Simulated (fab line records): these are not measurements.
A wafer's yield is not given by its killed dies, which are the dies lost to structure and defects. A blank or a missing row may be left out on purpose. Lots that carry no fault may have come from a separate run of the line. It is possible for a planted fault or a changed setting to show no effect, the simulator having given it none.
fab line records | flow nand_harc
record lots=5 | wafers=15 | last_day=31
route steps=1302 shown P_ZERO_WELL@29 END@1302
lots with no fault: from the same line, run without faults
start_h: start of the lot's first displayed wafer, in hours after the record's first day | wait_h: time in hours since the lot's previous step | " same as the row above | L1.1+2: one row covering several wafers at once | - no value, or no start given | * or withheld: withheld | < > ~ a bound
route shown NAME@n: NAME is a module with steps in the file, n the number in the route of the first one | usual: the fault-free wafers' mean and standard deviation | same: alike in all rows | chamber/n: place in a boat | sites: the reading at each site | _std_site: how widely they spread, as a standard deviation | _edge_site: mean of outer sites minus mean of inner sites | radius_mm: for every site, how far away it sits from the centre of the wafer | mask NAME#n: copy n | behind: the tool/chamber that last shaped the wafer | hold: cause of the lot's hold/its duration in hours/its outcome | device: transistor that didn't switch, given as n, p or np | end of line: at the end of the route, the tests of the same wafers | a step given without rows: its recipe and nothing more | killed: dies that structure and defects cost at the first sort, which is not the same as the wafer's yield | map: the dies of a wafer, with x for killed, . for not killed, _ for no die there
set.NAME: the setting the step ran with; set.NAME@STEP: the setting that earlier step ran with | model.NAME: the simulator's own value behind a step, which no gauge read
a table for each step, a row for each wafer; lots at some steps of the route
services: a tool's chamber out of use, with start hour (start_h, from the record's first day; less than 0 if before it), hours out, and reason
## steps
# step NHARC_P_ZERO_WELL_CD_MEAS_24
# recipe target_cd_nm=720 | landing_energy_ev=500
# usual cd_nm=719.2/1.5
lot.wafer | tool      | chamber | start_h | wait_h | cd_nm
L902.2    | cd_sem-03 | 0       | 42.65   | -      | 721.3
L902.3    | "         | 0       | "       | "      | 721.4
L902.4    | "         | 0       | "       | "      | 719.8
L904.1    | cd_sem-01 | 0       | 62.74   | -      | 717.0
L904.3    | "         | 0       | "       | "      | 716.6
L904.4    | "         | 0       | "       | "      | 720.2
L905.1    | cd_sem-03 | 0       | 72.48   | -      | 719.7
L905.4    | "         | 0       | "       | "      | 717.8
L905.5    | "         | 0       | "       | "      | 720.3
L916.3    | cd_sem-02 | 0       | 182.47  | -      | 719.3
L916.4    | "         | 0       | "       | "      | 719.0
L916.6    | "         | 0       | "       | "      | 720.4
L918.2    | cd_sem-01 | 0       | 202.43  | -      | 717.3
L918.5    | "         | 0       | "       | "      | 718.9
L918.6    | "         | 0       | "       | "      | 717.6
# step NHARC_P_ZERO_WELL_HARDBAKE_25
# recipe temp_c=125 | time_s=80
# step NHARC_P_ZERO_WELL_DESCUM_26
# recipe time_s=3 | o2_flow_sccm=200 | ar_flow_sccm=0 | bias_power_w=0 | chemistry=O2
# usual drypump_motor_current_A=5.8/0.51 | mfc_ar_sccm=0.007/0.0095 | oes_product_au=0.998/0.0093 | rf_vpp_V=57.7/0.98 | showerhead_plenum_p_Torr=1.92/0.095 | throttle_valve_pct=11.312/0.0083
lot.wafer | tool        | chamber | start_h | wait_h | drypump_motor_current_A | mfc_ar_sccm | oes_product_au | rf_hours_counter_h | rf_vpp_V | showerhead_plenum_p_Torr | throttle_valve_pct
L902.3    | rie_diel-12 | 1       | 42.83   | -      | 6.1                     | 0.019       | 0.993          | 37                 | 57.8     | 1.95                     | 11.311
L902.2    | "           | 3       | "       | "      | 6.3                     | 0           | 0.998          | 31                 | 58.3     | 1.97                     | 11.317
L902.4    | "           | 3       | "       | "      | 6.3                     | 0           | 0.996          | -                  | 58.2     | 1.97                     | 11.303
L904.4    | rie_diel-11 | 1       | 62.90   | -      | 6.4                     | 0           | 1.010          | 48                 | 57.9     | 1.79                     | 11.308
L904.1    | "           | 2       | "       | "      | 6.0                     | 0           | 1.001          | 47                 | 56.9     | 1.77                     | 11.319
L904.3    | "           | 0       | "       | "      | 5.3                     | 0.009       | 1.003          | 54                 | 55.6     | 1.86                     | 11.309
L905.1    | rie_diel-11 | 0       | 72.64   | -      | 5.3                     | 0.009       | 0.983          | 55                 | 59.2     | 1.86                     | 11.311
L905.4    | "           | 3       | "       | "      | 5.5                     | 0           | 1.000          | 55                 | 60.0     | 2.02                     | 11.308
L905.5    | "           | 0       | "       | "      | 5.3                     | 0.009       | 0.996          | -                  | 57.7     | 1.86                     | 11.312
L916.4    | rie_diel-07 | 3       | 182.63  | -      | 5.6                     | 0.036       | 1.004          | 10                 | 56.5     | 1.80                     | 11.318
L916.3    | "           | 0       | "       | "      | 4.9                     | 0.011       | 0.986          | 16                 | 58.0     | 1.90                     | 11.319
L916.6    | "           | 0       | "       | "      | 4.9                     | 0.011       | 0.986          | -                  | 57.7     | 1.90                     | 11.318
L918.2    | rie_diel-11 | 2       | 202.60  | -      | 6.0                     | 0           | 0.976          | 45                 | 59.9     | 2.06                     | 11.326
L918.6    | "           | 1       | "       | "      | 6.4                     | 0           | 0.986          | -                  | 58.6     | 1.77                     | 11.316
L918.5    | "           | 2       | "       | "      | 6.0                     | 0           | 0.992          | -                  | 57.5     | 2.06                     | 11.301
# step NHARC_P_ZERO_WELL_IMPLANT_27
# recipe energy_kev=600 | dose_cm2=1e+13 | tilt_deg=7
# step NHARC_P_ZERO_WELL_IMPLANT_57
# recipe energy_kev=250 | dose_cm2=4e+12 | tilt_deg=7
# step NHARC_P_ZERO_WELL_IMPLANT_58
# recipe energy_kev=100 | dose_cm2=2e+12 | tilt_deg=7
# step NHARC_P_ZERO_WELL_STRIP_28
# recipe time_s=840 | temp_c=130 | chemistry=SPM
# step NHARC_P_ZERO_WELL_DEHYDRATE_29
# recipe temp_c=150 | time_s=120
# step NHARC_P_ZERO_WELL_HMDS_30
# recipe time_s=30
# step NHARC_P_ZERO_WELL_COAT_31
# recipe spin_rpm=withheld
# step NHARC_P_ZERO_WELL_SOFTBAKE_32
# recipe temp_c=122 | time_s=95
# step NHARC_P_ZERO_WELL_EBR_33
# step NHARC_P_ZERO_WELL_EXPOSE_34
# recipe na=0.6 | target_cd_nm=720 | dose_mj=22.31 | mask_id=P_PWELL
lot.wafer  | tool           | chamber | start_h | wait_h | mask
L902.2+3+4 | krf_scanner-03 | 0       | 44.18   | -      | P_PWELL#0
L904.1+3+4 | krf_scanner-04 | 0       | 64.37   | -      | P_PWELL#0
L905.1+4+5 | krf_scanner-03 | 0       | 74.10   | -      | P_PWELL#0
L916.3+4+6 | krf_scanner-02 | 0       | 183.97  | -      | P_PWELL_R1#0
L918.2+5+6 | krf_scanner-02 | 0       | 203.92  | -      | P_PWELL#0
# step NHARC_P_ZERO_WELL_PEB_35
# recipe peb_temp_c=118 | peb_time_s=85
# step NHARC_P_ZERO_WELL_DEVELOP_36
# recipe time_s=70
# step NHARC_P_ZERO_WELL_CD_MEAS_37
# recipe target_cd_nm=720 | landing_energy_ev=500
# usual cd_nm=720.1/1.7
lot.wafer | tool      | chamber | start_h | wait_h | cd_nm
L902.2    | cd_sem-01 | 0       | 44.33   | -      | 721.6
L902.3    | "         | 0       | "       | "      | 718.4
L902.4    | "         | 0       | "       | "      | 719.2
L904.1    | cd_sem-02 | 0       | 64.53   | -      | 720.5
L904.3    | "         | 0       | "       | "      | 721.8
L904.4    | "         | 0       | "       | "      | 721.0
L905.1    | cd_sem-01 | 0       | 74.25   | -      | 718.3
L905.4    | "         | 0       | "       | "      | 719.4
L905.5    | "         | 0       | "       | "      | 718.9
L916.3    | cd_sem-02 | 0       | 184.11  | -      | 767.1
L916.4    | "         | 0       | "       | "      | 764.4
L916.6    | "         | 0       | "       | "      | 763.9
L918.2    | cd_sem-02 | 0       | 204.07  | -      | 717.1
L918.5    | "         | 0       | "       | "      | 719.0
L918.6    | "         | 0       | "       | "      | 718.9
# step NHARC_P_ZERO_WELL_HARDBAKE_38
# recipe temp_c=125 | time_s=80
# step NHARC_END_SORT_01
# recipe temp_c=25
# usual killed_at_array=61/20 | killed_at_other=0.9/1.1 | killed_at_periphery=3.7/2.5 | killed_dies=65/21 | killed_open=3.3/1.8 | killed_short=2.3/1.5
# same gross_dies=677
lot.wafer | tool      | chamber | start_h | wait_h | killed_at_array | killed_at_other | killed_at_periphery | killed_dies | killed_open | killed_short
L918.2    | prober-02 | 0       | 749.12  | 2.8    | 59              | 0               | 1                   | 60          | 2           | 3
L918.5    | prober-02 | 0       | 751.58  | 3.8    | 58              | 0               | 3                   | 61          | 3           | 2
L918.6    | prober-02 | 0       | 752.40  | 4.1    | 75              | 0               | 4                   | 79          | 5           | 2
# killed by level:class
L918.2 A_CHANNEL_HOLE_D1:chamber_film_flake=28 A_CHANNEL_HOLE_D2:chamber_film_flake=17 A_SLIT:chamber_film_flake=4 A_WL_FILL:chamber_film_flake=3 A_ONON_D2:geometric_particle:short=2 A_DECK1_JOINT:geometric_particle:open=1 A_CHANNEL_FILL_D2:geometric_particle:open=1 A_SGD_CUT:geometric_particle:short=1
L918.5 A_CHANNEL_HOLE_D1:chamber_film_flake=26 A_CHANNEL_HOLE_D2:chamber_film_flake=14 A_CONTACT:chamber_film_flake=5 A_SLIT:chamber_film_flake=4 A_WL_FILL:chamber_film_flake=3 P_CONTACT:geometric_particle:open=2 A_SGD_CUT:geometric_particle:open=1 A_WL_FILL:geometric_particle:short=1
L918.6 A_CHANNEL_HOLE_D1:chamber_film_flake=29 A_CHANNEL_HOLE_D2:chamber_film_flake=26 A_CONTACT:chamber_film_flake=8 A_CHANNEL_FILL_D2:chamber_film_flake=2 A_SLIT:chamber_film_flake=2 P_M0:geometric_particle:short=1 P_M2:geometric_particle:open=1 A_CHANNEL_HOLE_D2:geometric_particle:short=1
## services
tool           | chamber | start_h | hours | kind
rie_diel-12    | 2       | 22.71   | 22.7  | repair
rie_diel-12    | -       | 31.83   | 0.6   | repair
rie_diel-12    | -       | 36.12   | 3.2   | repair
krf_scanner-04 | -       | 44.76   | 16.0  | repair
rie_diel-07    | 0       | 47.59   | 10.7  | repair
krf_scanner-03 | -       | 52.00   | 4.0   | pm
rie_diel-11    | -       | 79.60   | 9.0   | pm
krf_scanner-02 | -       | 86.18   | 2.2   | repair
rie_diel-12    | -       | 91.43   | 9.0   | pm
krf_scanner-02 | -       | 97.21   | 4.0   | pm
rie_diel-11    | 3       | 98.86   | 7.1   | repair
rie_diel-07    | 3       | 101.80  | 13.0  | repair
krf_scanner-03 | -       | 102.53  | 1.0   | repair
krf_scanner-02 | -       | 114.82  | 3.7   | repair
rie_diel-07    | -       | 118.17  | 9.0   | pm
rie_diel-07    | 3       | 129.73  | 5.7   | repair
krf_scanner-04 | -       | 142.58  | 0.4   | repair
rie_diel-11    | 0       | 145.55  | 1.4   | repair
rie_diel-11    | 2       | 180.58  | 6.6   | repair
krf_scanner-04 | -       | 182.00  | 4.0   | pm
rie_diel-12    | 1       | 187.16  | 4.0   | repair
rie_diel-12    | 2       | 195.04  | 16.3  | repair
rie_diel-12    | 0       | 195.35  | 17.2  | repair
rie_diel-07    | 3       | 197.14  | 28.0  | repair
## key
first_sign step=NHARC_P_ZERO_WELL_EXPOSE_34 | reading=mask | direction=changed
effect step=NHARC_P_ZERO_WELL_CD_MEAS_37 | reading=cd_nm | direction=up | sigmas=27 | usual=720.1 | struck=765.2
met_at NHARC_P_ZERO_WELL_EXPOSE_34
struck_wafers L916.3,L916.4,L916.6
tester_left_out L916
fault kind=wrong_mask | tool=any | chamber=- | onset_h=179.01 | steps=NHARC_P_ZERO_WELL_EXPOSE_34 | aux_copy=P_PWELL_R1#0 | cd_offset_nm=42.199 | scope=struck_lots_only
# tester_left_out: of these lots the tester's yield and bins aren't shown, on N5 and GAA mostly nor the transistor test; their killed dies are dies lost to structure and defects alone, not to doping, threshold or leakage, so they don't give the yield
